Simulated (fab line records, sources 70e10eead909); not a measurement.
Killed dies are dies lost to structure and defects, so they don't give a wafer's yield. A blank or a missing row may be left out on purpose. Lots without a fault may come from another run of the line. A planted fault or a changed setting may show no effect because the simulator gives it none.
fab line records | flow nand_harc
record lots=5 wafers=15 last_day=31
route steps=1302 shown P_GATE@126
lots that met no fault: from a run of the same line without faults
start_h: hours from the record's first day to the start of the lot's first wafer shown | wait_h: hours since the lot's step before | " the same as in the row above | L1.1+2: a row that stands for several wafers | - no value, or no start given | * or withheld: withheld | < > ~ a bound
route shown NAME@n: a module of which the file shows steps, and the number in the route of the first | usual: mean/standard deviation of fault-free wafers | same: alike in all rows | chamber/n: place in a boat | sites: the reading at each site | _std_site: their standard deviation | _edge_site: outer sites' mean less inner sites' | radius_mm: how far each site lies from the wafer's centre | mask NAME#n: copy n | behind: the tool/chamber that last shaped the wafer | hold: why the lot was held/for how many hours/how that ended | device: the transistor (n, p or np) that didn't switch | end of line: the same wafers' tests at the end of the route | a step without rows: its recipe alone | killed: dies lost to structure and defects at the first sort, not the wafer's yield | map: a wafer's dies, x killed, . not, _ none there
set.NAME: the setting as run; set.NAME@STEP: as run at that earlier step | model.NAME: the simulator's own value behind a step, which no gauge read
lots at some steps of the route; a table a step, a row a wafer
services: from which hour (start_h, from the record's first day; less than 0 if before it) a tool's chamber was out of use, for how many hours, and why
## steps
# step NHARC_P_GATE_STRIP_15
# recipe time_s=780 temp_c=130 chemistry=SPM
# step NHARC_P_GATE_PRECLEAN_71
# recipe time_s=* temp_c=50 bath_age_min=0 chemistry=SC1
# step NHARC_P_GATE_SRD_72
# step NHARC_P_GATE_OXIDE_16
# recipe target_thk_a=30 temp_c=875 ox_time_s=392 material=SiO2
# step NHARC_P_GATE_CVD_17
# recipe target_thk_a=1500 temp_c=620 time_s=900 material=poly-Si
# step NHARC_P_GATE_HM_DEP_102
# recipe target_thk_a=1200 temp_c=400 material=aC
# usual throttle_valve_pct=35.001/0.0091
# columns lot.wafer tool chamber start_h wait_h throttle_valve_pct
L529.1 acl_dep-03 0 138.39 3.5 35.008
L529.3 " 0 " " 34.998
L529.5 " 0 " " 34.990
L531.3 acl_dep-02 0 157.71 1.1 35.001
L531.4 " 0 " " 35.000
L531.5 " 0 " " 35.003
L540.1 acl_dep-03 0 249.19 4.3 35.002
L540.5 " 0 " " 35.004
L540.6 " 0 " " 35.005
L543.3 acl_dep-01 0 285.31 5.1 35.012
L543.5 " 0 " " 35.026
L543.6 " 0 " " 34.993
L545.2 acl_dep-03 0 295.66 3.3 34.994
L545.5 " 0 " " 35.016
L545.6 " 0 " " 35.001
# step NHARC_P_GATE_DEP_103
# recipe target_thk_a=300 target_thk_nm=30 temp_c=400 flow_sccm=200 rf_w=350 material=SiON
# step NHARC_P_GATE_DEHYDRATE_18
# recipe temp_c=150 time_s=120
# step NHARC_P_GATE_HMDS_19
# recipe time_s=30
# step NHARC_P_GATE_COAT_20
# recipe spin_rpm=1500 resist_thk_nm=90
# step NHARC_P_GATE_SOFTBAKE_21
# recipe temp_c=105 time_s=55
# step NHARC_P_GATE_EBR_22
# step NHARC_P_GATE_EXPOSE_23
# recipe na=1.35 target_cd_nm=120 dose_mj=93.91 mask_id=P_GATE
# same na=1.35
# columns lot.wafer tool chamber start_h wait_h mask
L529.1+3+5 arfi_scanner-03 0 139.60 - P_GATE#0
L531.3+4+5 arfi_scanner-02 0 158.58 - P_GATE_R1#0
L540.1+5+6 arfi_scanner-03 0 250.39 - P_GATE#0
L543.3+5+6 arfi_scanner-02 0 286.18 - P_GATE#0
L545.2+5+6 arfi_scanner-01 0 296.64 - P_GATE#0
# step NHARC_P_GATE_PEB_24
# recipe peb_temp_c=100 peb_time_s=65
# step NHARC_P_GATE_DEVELOP_25
# recipe develop_time_s=35 dev_temp_c=23
# step NHARC_P_GATE_CD_MEAS_26
# recipe target_cd_nm=120 landing_energy_ev=500
# usual cd_nm=120.4/0.91
# columns lot.wafer tool chamber start_h wait_h cd_nm
L529.1 cd_sem-03 0 139.74 - 121.7
L529.3 " 0 " " 122.2
L529.5 " 0 " " 120.8
L531.3 cd_sem-01 0 158.72 - 90.4
L531.4 " 0 " " 89.9
L531.5 " 0 " " 89.6
L540.1 cd_sem-02 0 250.53 - 122.3
L540.5 " 0 " " 122.1
L540.6 " 0 " " 120.5
L543.3 cd_sem-02 0 286.32 - 120.5
L543.5 " 0 " " 120.5
L543.6 " 0 " " 121.0
L545.2 cd_sem-02 0 296.77 - 119.8
L545.5 " 0 " " 120.2
L545.6 " 0 " " 119.6
# step NHARC_P_GATE_OVL_MEAS_27
# usual overlay_x_nm=0.1/0.97 overlay_y_nm=-0.4/0.86
# columns lot.wafer tool chamber start_h wait_h overlay_x_nm overlay_y_nm
L529.1 overlay-02 - 139.83 - -0.6 0.8
L529.3 " - " " -0.2 0.3
L529.5 " - " " -0.7 0.6
L531.3 overlay-01 - 158.80 - 1.0 1.2
L531.4 " - " " 1.1 0.9
L531.5 " - " " 0.9 1.1
L540.1 overlay-02 - 250.62 - 0.7 -1.5
L540.5 " - " " 0.1 -0.9
L540.6 " - " " 0.7 -1.7
L543.3 overlay-01 - 286.40 - -0.4 0.2
L543.5 " - " " -0.3 0.2
L543.6 " - " " 0.1 -0.1
L545.2 overlay-02 - 296.86 - -0.7 -0.9
L545.5 " - " " -0.4 -1.3
L545.6 " - " " -0.8 -1.3
# step NHARC_P_GATE_INSPECT_28
# usual raw_defect_count=7/3.3
# columns lot.wafer tool chamber start_h wait_h raw_defect_count
L529.1 defect_inspect-02 - 139.86 0.0 12
L529.3 " - " " 7
L529.5 " - " " 6
L531.3 defect_inspect-01 - 158.84 0.0 7
L531.4 " - " " 7
L531.5 " - " " 17
L540.1 defect_inspect-01 - 250.66 0.0 10
L540.5 " - " " 6
L540.6 " - " " 15
L543.3 defect_inspect-02 - 286.44 0.0 9
L543.5 " - " " 11
L543.6 " - " " 3
L545.2 defect_inspect-01 - 296.90 0.0 4
L545.5 " - " " 7
L545.6 " - " " 10
# step NHARC_P_GATE_DESCUM_31
# recipe time_s=3 o2_flow_sccm=200 ar_flow_sccm=0 bias_power_w=0 chemistry=O2
# usual chamber_pressure_mTorr=60.00/0.056 drypump_motor_current_A=5.9/0.46 oes_product_au=1.001/0.013 rf_vpp_V=57.7/0.89 showerhead_plenum_p_Torr=1.89/0.091 throttle_valve_pct=11.313/0.0098
# columns lot.wafer tool chamber start_h wait_h chamber_pressure_mTorr drypump_motor_current_A oes_product_au rf_hours_counter_h rf_vpp_V showerhead_plenum_p_Torr throttle_valve_pct model.P_GATE.cd_nm
L529.1 rie_diel-10 3 139.92 0.1 59.96 5.7 0.982 3.9 58.5 1.99 11.315 121.6
L529.3 " 0 " " 60.05 5.8 1.011 3.4 56.5 1.78 11.307 121.5
L529.5 " 3 " " 60.05 5.7 0.994 - 57.8 1.99 11.303 121.2
L531.3 rie_diel-13 1 158.90 0.1 59.98 5.8 1.003 8.4 58.0 1.80 11.316 89.27
L531.4 " 3 " " 59.86 6.5 1.017 9.3 56.9 1.79 11.316 89.51
L531.5 " 2 " " 59.94 6.3 0.989 - 56.8 1.79 11.318 89.73
L540.1 rie_diel-01 3 250.72 0.1 60.08 5.3 0.998 2.9 57.1 2.01 11.315 122.2
L540.6 " 3 " " 59.99 5.3 0.995 - 58.9 2.01 11.319 120.4
L540.5 " 0 " " 60.04 5.7 1.018 - 58.6 2.01 11.319 121.9
L543.3 rie_diel-10 2 286.51 0.1 60.03 5.9 0.991 1.1 56.7 1.85 11.300 120.9
L543.6 " 0 " " 59.98 5.7 1.009 - 56.1 1.78 11.311 120.1
L543.5 " 1 " " 60.20 6.2 1.000 - 58.2 1.95 11.313 121
L545.2 rie_diel-01 3 296.97 0.1 60.15 5.3 0.993 4.9 58.1 2.01 11.298 119.6
L545.6 " 2 " " 60.02 6.6 1.011 - 57.0 1.90 11.321 119.9
L545.5 " 3 " " 60.00 5.3 0.985 - 58.2 2.01 11.317 120.1
# step NHARC_P_GATE_ETCH_104
# recipe target_depth_a=600 time_s=withheld cf4_flow_sccm=100 chf3_flow_sccm=30 ar_flow_sccm=0 rf_w=500 bias_w=200 chemistry=CF4/CHF3
# usual cf4_flow_sccm=100.04/0.3 chamber_pressure_mTorr=24.999/0.022 drypump_motor_current_A=6.0/0.45 oes_product_au=0.954/0.023 rf_vpp_V=370.1/2.4 showerhead_plenum_p_Torr=1.56/0.067 throttle_valve_pct=16.802/0.0092
# columns lot.wafer tool chamber start_h wait_h cf4_flow_sccm chamber_pressure_mTorr drypump_motor_current_A oes_product_au rf_vpp_V showerhead_plenum_p_Torr throttle_valve_pct
L529.1 rie_diel-10 2 140.01 0.1 99.93 24.998 5.8 0.976 369.2 1.52 16.805
L529.3 " 3 " " 99.77 25.034 5.7 0.955 372.2 1.63 16.805
L529.5 " 2 " " 100.49 24.988 5.8 0.966 367.8 1.52 16.803
L531.4 rie_diel-13 1 158.99 0.1 100.45 25.001 5.8 0.975 367.6 1.49 16.790
L531.3 " 2 " " 99.95 25.011 6.2 0.948 367.5 1.48 16.806
L531.5 " 0 " " 99.71 25.007 5.0 0.980 368.9 1.50 16.799
L540.1 rie_diel-01 1 250.82 0.1 100.34 25.007 6.4 0.970 372.6 1.62 16.801
L540.6 " 2 " " 100.03 25.017 6.7 0.990 368.5 1.56 16.804
L540.5 " 3 " " 99.51 25.003 5.3 0.946 373.7 1.65 16.809
L543.3 rie_diel-10 3 286.59 0.1 100.00 25.006 5.7 0.983 372.5 1.63 16.804
L543.6 " 2 " " 100.40 25.026 5.8 0.968 367.9 1.52 16.802
L543.5 " 3 " " 100.17 25.009 5.7 0.979 371.0 1.63 16.804
L545.2 rie_diel-01 1 297.04 0.1 99.97 24.988 6.4 0.980 372.5 1.62 16.811
L545.5 " 1 " " 99.92 24.996 6.4 0.980 371.4 1.62 16.802
L545.6 " 2 " " 99.72 24.960 6.6 0.969 371.2 1.56 16.789
# step NHARC_P_GATE_HM_OPEN_105
# recipe target_depth_a=3600 o2_flow_sccm=400 cos_flow_sccm=20 ar_flow_sccm=0 rf_w=500 bias_w=300 chemistry=O2/COS
# usual chamber_pressure_mTorr=20.002/0.02 drypump_motor_current_A=5.9/0.47 oes_product_au=1.000/0.013 rf_vpp_V=467/3.1 showerhead_plenum_p_Torr=3.09/0.14 throttle_valve_pct=28.330/0.0086
# columns lot.wafer tool chamber start_h wait_h chamber_pressure_mTorr drypump_motor_current_A oes_product_au rf_hours_counter_h rf_vpp_V showerhead_plenum_p_Torr throttle_valve_pct
L529.3 rie_diel-10 3 - - 20.019 5.7 0.989 3.9 470 3.23 28.335
L529.1 " 1 " " 20.020 6.1 0.987 4.6 470 3.19 28.324
L529.5 " 0 " " 20.001 5.7 1.010 - 463 2.92 28.336
L531.4 rie_diel-13 1 - - 19.998 5.8 1.008 8.5 465 2.95 28.328
L531.3 " 2 " " 20.029 6.3 0.975 8.5 464 2.94 28.333
L531.5 " 3 " " 20.006 6.5 1.009 - 463 2.93 28.332
L540.1 rie_diel-01 1 - - 19.962 6.4 1.006 3.3 468 3.21 28.335
L540.5 " 0 " " 20.031 5.7 1.011 - 471 3.27 28.321
L540.6 " 1 " " 20.031 6.4 0.999 - 469 3.21 28.328
L543.3 rie_diel-10 0 - - 19.997 5.8 1.006 0.7 462 2.91 28.327
L543.5 " 1 " " 20.002 6.1 0.999 - 469 3.18 28.317
L543.6 " 2 " " 19.977 5.9 0.986 - 466 3.02 28.326
L545.2 rie_diel-01 0 - - 20.018 5.7 1.023 4.9 468 3.27 28.334
L545.6 " 2 " " 19.975 6.6 1.014 - 467 3.10 28.327
L545.5 " 3 " " 19.993 5.3 0.982 - 471 3.27 28.334
# step NHARC_P_GATE_STRIP_106
# recipe o2_flow_sccm=400 cos_flow_sccm=20 ar_flow_sccm=0 bias_w=0 chemistry=O2/COS
# step NHARC_P_GATE_ETCH_114
# recipe target_depth_a=300 overetch_a=30 time_s=16.5 ion_energy_ev=100 cf4_flow_sccm=80 o2_flow_sccm=20 ar_flow_sccm=0 rf_w=300 bias_w=100 chemistry=CF4/O2
# usual cf4_flow_sccm=80.05/0.24 chamber_pressure_mTorr=29.997/0.024 drypump_motor_current_A=6.0/0.46 oes_product_au=1.000/0.013 rf_vpp_V=197.6/1.4 showerhead_plenum_p_Torr=1.32/0.06 throttle_valve_pct=13.397/0.0083
# columns lot.wafer tool chamber start_h wait_h cf4_flow_sccm chamber_pressure_mTorr drypump_motor_current_A oes_product_au rf_hours_counter_h rf_vpp_V showerhead_plenum_p_Torr throttle_valve_pct
L529.3 rie_diel-10 2 - - 79.87 30.000 5.9 0.990 3.2 196.0 1.29 13.396
L529.1 " 3 " " 80.11 30.026 5.7 1.001 3.9 199.1 1.38 13.389
L529.5 " 0 " " 80.02 30.021 5.8 1.016 - 196.0 1.25 13.402
L531.4 rie_diel-13 0 - - 80.24 29.996 5.0 0.990 9.1 197.2 1.27 13.393
L531.3 " 1 " " 80.12 29.995 5.8 1.002 8.5 196.7 1.26 13.387
L531.5 " 3 " " 79.84 30.039 6.5 1.006 - 196.8 1.25 13.403
L540.1 rie_diel-01 2 - - 80.15 29.994 6.6 1.012 2.9 197.6 1.32 13.389
L540.6 " 1 " " 79.84 29.960 6.4 1.019 - 198.5 1.37 13.391
L540.5 " 2 " " 80.02 30.020 6.6 1.022 - 197.4 1.32 13.400
L543.3 rie_diel-10 3 - - 79.75 30.005 5.7 0.999 0.9 198.0 1.38 13.397
L543.5 " 2 " " 80.05 30.025 5.9 0.981 - 195.2 1.29 13.411
L543.6 " 3 " " 80.26 30.003 5.7 1.000 - 199.1 1.38 13.387
L545.2 rie_diel-01 1 - - 80.01 29.998 6.5 1.000 4.8 198.5 1.37 13.392
L545.5 " 3 " " 80.22 29.992 5.2 0.983 - 198.7 1.40 13.392
L545.6 " 0 " " 79.85 29.965 5.7 1.007 - 199.0 1.40 13.402
# step NHARC_P_GATE_ETCH_32
# recipe target_depth_a=1500 over_etch_frac=1 over_etch_ion_energy_ev=40 time_s=100.1 hbr_flow_sccm=150 cl2_flow_sccm=50 rf_w=400 icp_w=400 bias_w=100 chemistry=HBr/Cl2
# usual chamber_pressure_mTorr=15.001/0.013 drypump_motor_current_A=5.7/0.46 oes_product_au=0.991/0.013 throttle_valve_pct=26.406/0.0094
# columns lot.wafer tool chamber start_h wait_h chamber_pressure_mTorr drypump_motor_current_A oes_product_au rf_hours_counter_h throttle_valve_pct model.P_GATE.cd_nm
L529.1 rie_si-06 1 140.41 - 14.990 5.8 0.998 0.37 26.402 126.8
L529.3 " 2 " " 15.018 5.6 0.990 0.41 26.410 118.9
L529.5 " 0 " " 15.005 5.7 0.991 - 26.403 126.4
L531.3 rie_si-03 0 159.39 - 15.017 4.9 1.009 0.63 26.415 87.32
L531.4 " 1 " " 15.008 6.4 0.977 0.54 26.407 93.47
L531.5 " 2 " " 14.988 5.9 0.991 - 26.423 88.25
L540.1 rie_si-03 3 251.19 - 14.993 6.1 1.006 0.17 26.401 121.5
L540.6 " 3 " " 14.977 6.2 1.000 - 26.397 117.4
L540.5 " 0 " " 14.994 4.9 0.990 - 26.412 123.7
L543.3 rie_si-04 1 287.00 - 14.999 5.3 1.006 0.64 26.399 120.8
L543.6 " 2 " " 15.010 6.3 0.975 - 26.402 120.8
L543.5 " 3 " " 15.006 5.3 1.001 - 26.394 116.8
L545.2 rie_si-04 0 297.49 - 15.015 5.2 1.013 0.68 26.401 118
L545.6 " 2 " " 14.980 6.2 0.987 - 26.394 117.8
L545.5 " 3 " " 15.011 5.3 0.990 - 26.415 116.4
# step NHARC_P_GATE_STRIP_108
# recipe o2_flow_sccm=500 ar_flow_sccm=0 bias_w=0 chemistry=O2
# usual chamber_pressure_mTorr=60.00/0.058 drypump_motor_current_A=6.0/0.48 oes_product_au=1.003/0.011 rf_vpp_V=57.7/0.86 showerhead_plenum_p_Torr=3.47/0.15 throttle_valve_pct=17.037/0.0091
# columns lot.wafer tool chamber start_h wait_h chamber_pressure_mTorr drypump_motor_current_A oes_product_au rf_hours_counter_h rf_vpp_V showerhead_plenum_p_Torr throttle_valve_pct
L529.3 rie_diel-01 2 140.57 - 59.92 6.7 0.993 3.6 57.8 3.50 17.014
L529.1 " 0 " " 60.03 5.7 1.012 4.7 57.6 3.70 17.024
L529.5 " 1 " " 60.10 6.4 1.016 - 57.6 3.63 17.031
L531.3 rie_diel-13 1 159.54 - 59.98 5.8 1.012 8.5 58.6 3.33 17.041
L531.4 " 3 " " 60.02 6.5 1.000 9.4 56.4 3.32 17.025
L531.5 " 1 " " 59.98 5.8 1.000 - 57.2 3.33 17.017
L540.1 rie_diel-01 3 251.38 - 60.03 5.3 0.988 3.0 58.5 3.69 17.038
L540.6 " 1 " " 59.99 6.4 1.005 - 58.7 3.62 17.034
L540.5 " 2 " " 59.95 6.6 1.012 - 56.8 3.50 17.037
L543.3 rie_diel-01 0 287.15 - 60.06 5.7 1.003 4.6 57.8 3.69 17.026
L543.5 " 2 " " 60.09 6.6 1.018 - 57.5 3.50 17.062
L543.6 " 3 " " 60.02 5.3 1.002 - 58.1 3.69 17.034
L545.2 rie_diel-01 2 297.67 - 60.00 6.6 1.022 4.9 59.1 3.50 17.041
L545.5 " 3 " " 59.99 5.3 0.985 - 58.7 3.69 17.048
L545.6 " 0 " " 60.00 5.7 1.015 - 58.0 3.69 17.026
## services
# columns tool chamber start_h hours kind
acl_dep-03 - 116.91 13.0 pm
rie_si-03 3 131.24 2.1 repair
rie_diel-01 3 138.43 21.0 repair
arfi_scanner-02 - 140.01 4.0 pm
rie_diel-01 2 154.09 8.1 repair
rie_diel-01 2 164.48 16.5 repair
rie_si-04 - 165.00 9.0 pm
rie_diel-13 - 165.12 9.0 pm
rie_si-04 0 175.11 15.5 repair
acl_dep-03 - 181.06 0.6 repair
arfi_scanner-03 - 183.86 0.5 repair
rie_si-03 - 188.34 1.2 repair
arfi_scanner-03 - 196.00 4.0 pm
rie_si-03 3 201.30 5.0 repair
rie_diel-01 - 203.80 9.0 pm
rie_diel-13 2 205.79 3.4 repair
rie_diel-10 3 208.14 1.5 repair
rie_diel-13 1 214.76 2.6 repair
rie_si-03 0 218.82 3.1 repair
rie_si-03 - 221.00 9.0 pm
rie_diel-10 2 235.82 3.1 repair
rie_diel-10 - 242.50 9.0 pm
arfi_scanner-02 - 252.39 0.4 repair
rie_diel-13 - 266.92 0.3 repair
## key
first_sign step=NHARC_P_GATE_EXPOSE_23 reading=mask direction=changed
effect step=NHARC_P_GATE_CD_MEAS_26 reading=cd_nm direction=down sigmas=33 usual=120.4 struck=90.0
model_effect step=NHARC_P_GATE_DESCUM_31 value=P_GATE.cd_nm without=119.1 struck=89.5
model_effect step=NHARC_P_GATE_ETCH_32 value=P_GATE.cd_nm without=119.3 struck=89.68
met_at NHARC_P_GATE_EXPOSE_23
struck_wafers L531.3,L531.4,L531.5
later_rows_left_out L531.3,L531.4,L531.5
sort_left_out L531.3,L531.4,L531.5
tester_left_out L531
fault kind=wrong_mask tool=any chamber=- onset_h=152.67 steps=NHARC_P_GATE_EXPOSE_23 aux_copy=P_GATE_R1#0 cd_offset_nm=-29.624 scope=struck_lots_only
# tester_left_out: of these lots the tester's yield and bins aren't shown, on N5 and GAA mostly nor the transistor test; their killed dies are dies lost to structure and defects alone, not to doping, threshold or leakage, so they don't give the yield
# sort_left_out: the simulated sort isn't trusted on such a fault, so these wafers' sort isn't shown, and their yield isn't known
# later_rows_left_out: the simulator's readings of these wafers behind a module that went badly wrong aren't trusted and aren't shown, but for the sort
